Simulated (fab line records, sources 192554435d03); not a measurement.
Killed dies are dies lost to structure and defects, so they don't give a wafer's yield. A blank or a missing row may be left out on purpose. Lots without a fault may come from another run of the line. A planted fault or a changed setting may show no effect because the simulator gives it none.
One fault seen from 3 desks | flow n5_finfet | each desk has only its own numbers; what lay behind them comes last

THE METROLOGY DESK
What the gauges read, lot by lot, whatever tool the lot ran on: means of the sampled wafers that have a number. A lot is out of limits, marked OUT, if its mean lies more than 4 standard deviations from the usual mean; the brackets give that distance. Of its 10 readings 7 are shown: those that lie furthest out on some lot.
Columns: A = DIBL_N at N5_BEOL_M4_RC_MEAS_101, usual 36.3 mV/V; B = DIBL_P at N5_BEOL_M4_RC_MEAS_101, usual 36.5 mV/V; C = IOFF_N at N5_BEOL_M4_RC_MEAS_101, usual 0.16 nA/um; D = IOFF_P at N5_BEOL_M4_RC_MEAS_101, usual 0.21 nA/um; E = ION_N at N5_BEOL_M4_RC_MEAS_101, usual 675 uA/um; F = SS_P at N5_BEOL_M4_RC_MEAS_101, usual 73.3 mV/dec; G = VT_N at N5_BEOL_M4_RC_MEAS_101, usual 249 mV
lot  | first seen here | A    | B    | C    | D    | E   | F    | G
L505 | day 8 15:01     | 37.8 | 37.7 | 0.18 | 0.25 | 680 | 73.7 | 247
L509 | day 9 15:44     | 34.6 | 35.5 | 0.14 | 0.20 | 658 | 73.0 | 251
L513 | day 10 15:01    | 37.8 | 38.4 | 0.20 | 0.26 | 681 | 74.1 | 246
L520 | day 12 03:27    | 36.9 | 35.8 | 0.16 | 0.22 | 669 | 72.8 | 252
This desk's finding: nothing out of limits on any of the 4 lots.

THE DEFECT DESK
What the inspections along the route counted, lot by lot: means of the sampled wafers that have a number. A lot is out of limits, marked OUT, if its mean lies more than 4 standard deviations from the usual mean; the brackets give that distance.
Columns: A = raw_defect_count at N5_BEOL_M0_INSPECT_127, usual 69; B = raw_defect_count at N5_BEOL_M1_INSPECT_13, usual 408; C = raw_defect_count at N5_BEOL_M1_INSPECT_30, usual 412
lot  | first seen here | A             | B              | C
L505 | day 6 19:25     | 54            | 374            | 389
L509 | day 7 22:42     | 448 (+17) OUT | 694            | 709
L513 | day 9 07:02     | 495 (+19) OUT | 973 (+6.7) OUT | 964 (+6.7) OUT
L520 | day 10 12:16    | 77            | 402            | 395
This desk's finding: out of limits on L509, L513; first on L509, day 7 22:42 (raw_defect_count at N5_BEOL_M0_INSPECT_127). In limits: L505, L520.

THE TOOL OWNER'S DESK: cvd_co-01
The tool's own readings at N5_BEOL_M0_PRE_CLEAN_131 (time 15 s): means of the sampled wafers that have a number, for each lot that ran on this tool. A lot is out of limits, marked OUT, if its mean lies more than 4 standard deviations from the usual mean; the brackets give that distance.
Columns: A = heater_power_w at N5_BEOL_M0_PRE_CLEAN_131, usual 79 W; B = rf_fwd_power_W at N5_BEOL_M0_PRE_CLEAN_131, usual 297.2 W
lot  | first seen here | A  | B
L505 | day 6 19:10     | 89 | 298.5
L509 | day 7 22:25     | 81 | 298.4
L513 | day 9 06:46     | 80 | 298.5
This desk's finding: nothing out of limits on any of the 3 lots.

PUT TOGETHER
The defect desk could have raised an alarm at day 7 22:42, on L509, L513.
The metrology desk saw nothing out of limits.
The tool owner's desk saw nothing out of limits.
The metrology desk has L509, L513 on record, within its limits.
The tool owner's desk has L509, L513 on record, within its limits.
Of the lots named, all ran N5_BEOL_M0_PRE_CLEAN_131 on cvd_co-01.

WHAT THE SIMULATOR HAD PUT IN
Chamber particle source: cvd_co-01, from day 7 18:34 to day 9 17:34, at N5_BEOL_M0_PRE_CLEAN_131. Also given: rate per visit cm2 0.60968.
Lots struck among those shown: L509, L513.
Hours from the fault's start to each desk's first reading out of limits: the defect desk, 4.
